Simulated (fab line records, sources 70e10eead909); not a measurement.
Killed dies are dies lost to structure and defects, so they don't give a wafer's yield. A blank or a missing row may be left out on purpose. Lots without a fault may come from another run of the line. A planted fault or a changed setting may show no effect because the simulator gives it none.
One fault seen from 2 desks | flow nand_harc | each desk has only its own numbers; what lay behind them comes last

THE DEFECT DESK
What the inspections along the route counted, lot by lot: means of the sampled wafers that have a number. A lot is out of limits, marked OUT, if its mean lies more than 4 standard deviations from the usual mean; the brackets give that distance.
Columns: A = raw_defect_count at NHARC_HYBRID_BOND_INSPECT_06, usual 96
lot  | first seen here | A
L217 | day 23 19:56    | 116
L220 | day 24 15:28    | 106
L219 | day 24 15:29    | 112
L221 | day 25 03:47    | 101
L223 | day 26 04:28    | 112
L222 | day 26 18:24    | 34
L224 | day 27 05:36    | 84
L225 | day 27 05:37    | 89
L227 | day 28 02:41    | 74
L229 | day 28 07:03    | 87
L232 | day 30 06:59    | 80
L238 | day 33 00:13    | 74
L239 | day 33 20:16    | 132
This desk's finding: nothing out of limits on any of the 13 lots.

THE METROLOGY DESK
What the gauges read, lot by lot, whatever tool the lot ran on: means of the sampled wafers that have a number. A lot is out of limits, marked OUT, if its mean lies more than 4 standard deviations from the usual mean; the brackets give that distance.
Columns: A = cd_nm at NHARC_THIN_TSV_CD_MEAS_12, usual 1000.4 nm
lot  | first seen here | A
L217 | day 23 22:40    | 1000.5
L220 | day 24 18:04    | 1000.3
L219 | day 24 20:33    | 1001.2
L221 | day 25 06:31    | 997.7
L223 | day 26 07:14    | 999.2
L222 | day 26 21:05    | 1001.2
L224 | day 27 08:10    | 1001.0
L225 | day 27 09:31    | 1000.8
L227 | day 28 06:34    | 997.9
L229 | day 28 10:56    | 1001.9
L232 | day 30 10:52    | 999.1
L238 | day 33 02:58    | 1000.0
L239 | day 33 22:58    | 999.7
This desk's finding: nothing out of limits on any of the 13 lots.

PUT TOGETHER
The defect desk saw nothing out of limits.
The metrology desk saw nothing out of limits.

WHAT THE SIMULATOR HAD PUT IN
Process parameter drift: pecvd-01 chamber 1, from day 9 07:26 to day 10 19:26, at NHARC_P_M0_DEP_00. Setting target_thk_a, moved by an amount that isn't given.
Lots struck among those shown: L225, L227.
